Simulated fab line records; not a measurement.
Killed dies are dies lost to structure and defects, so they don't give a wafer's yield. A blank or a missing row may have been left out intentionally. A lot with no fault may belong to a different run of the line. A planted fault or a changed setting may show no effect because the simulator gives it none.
Split-lot experiment -- flow n5_finfet -- route with 1938 steps; 7 lots, 21 wafers read

ON THE SPLIT
At N5_BEOL_M7_COAT_22 (resist thk 30 nm), the setting spin_rpm was moved away from the recipe's 1500 rpm on 7 of the 21 wafers read, by -9.5% to +10.2%. This setting was run at the recipe's value on the other wafers.

FROM THE SPLIT TO THE READING: what the file shows between them, 4 steps
- N5_BEOL_M7_EBR_24
- N5_BEOL_M7_SOFTBAKE_23: time 60 s
- N5_BEOL_M7_EXPOSE_25: exposes mask V6, target cd 40 nm
- N5_BEOL_M7_PEB_26: peb time 60 s

THE READING
CAR-EUV_of_BEOL_M7_COAT_22.thk_nm (the simulator's own value, which no gauge read), in nm, at N5_BEOL_M7_DEVELOP_27 (develop time 30 s). No usual value for it is given in the file. The 14 wafers here that ran the recipe average 29.5 nm, standard deviation 0.096 nm.

wafer,"tool, chamber at the split","spin_rpm as run, rpm",against the recipe,"CAR-EUV_of_BEOL_M7_COAT_22.thk_nm, nm",against lot-mates on the recipe
L075.1,"litho_track-02, 0",1500,recipe,29.6,-
L075.2,"litho_track-02, 0",1500,recipe,29.4,-
L075.6,"litho_track-02, 0",1500,recipe,29.4,-
L078.1,"litho_track-05, 0",1500,recipe,29.6,-
L078.3,"litho_track-05, 0",1500,recipe,29.6,-
L078.5,"litho_track-05, 0",1567,+4.5%,29,-0.6
L079.1,"litho_track-02, 0",1500,recipe,29.6,-
L079.3,"litho_track-02, 0",1358,-9.5%,31.2,+1.6
L079.6,"litho_track-02, 0",1358,-9.5%,31,+1.4
L081.4,"litho_track-02, 0",1500,recipe,29.6,-
L081.5,"litho_track-02, 0",1500,recipe,29.6,-
L081.6,"litho_track-02, 0",1423,-5.1%,30.4,+0.8
L086.2,"litho_track-01, 0",1653,+10.2%,28.2,-1.4
L086.4,"litho_track-01, 0",1653,+10.2%,28.2,-1.4
L086.3,"litho_track-01, 0",1500,recipe,29.6,-
L089.2,"litho_track-01, 0",1500,recipe,29.6,-
L089.6,"litho_track-01, 0",1500,recipe,29.6,-
L089.3,"litho_track-01, 0",1552,+3.5%,29.2,-0.4
L090.1,"litho_track-02, 0",1500,recipe,29.4,-
L090.4,"litho_track-02, 0",1500,recipe,29.4,-
L090.5,"litho_track-02, 0",1500,recipe,29.4,-

THE FIT
A straight line over all 21 wafers: CAR-EUV_of_BEOL_M7_COAT_22.thk_nm changes by -0.146 nm for each +1% of spin_rpm; r = -0.99; the points scatter about the line by 0.12 nm.
The same after taking each lot's own level away (the mean of its wafers on the recipe; 21 wafers): -0.146 nm for each +1%; r = -1.00; scatter 0.068 nm.
According to that fit, moving spin_rpm by its largest amount changes the reading by 1.5 nm.
Measured against the standard deviation above, the lots' own levels, which go from 29.40 to 29.60 nm, span 2.1 times it.
The two slopes agree, so the slope changes little with the lot-to-lot level.
Check: with one of the wafers moved furthest among these (+10.2%) left out of the fit, the line predicts -1.49 nm for it against its lot-mates. Against them it came out at -1.4 nm.

THE WHOLE CHAIN: every reading that the file lists as answering this split, in the file's order
step,what it does,reading,change (the file's fit),r (the file's)
N5_BEOL_M7_COAT_22,resist thk 30 nm,"CAR-EUV_of_BEOL_M7_COAT_22.thk_nm (the simulator's own value, which no gauge read)",-0.154 nm for each +1% of the setting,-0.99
N5_BEOL_M7_DEVELOP_27,develop time 30 s,"CAR-EUV_of_BEOL_M7_COAT_22.thk_nm (the simulator's own value, which no gauge read)",-0.145 nm for each +1% of the setting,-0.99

THE FILE'S OWN FIT
CAR-EUV_of_BEOL_M7_COAT_22.thk_nm changes by -0.145 nm for each +1% of spin_rpm, r = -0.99.
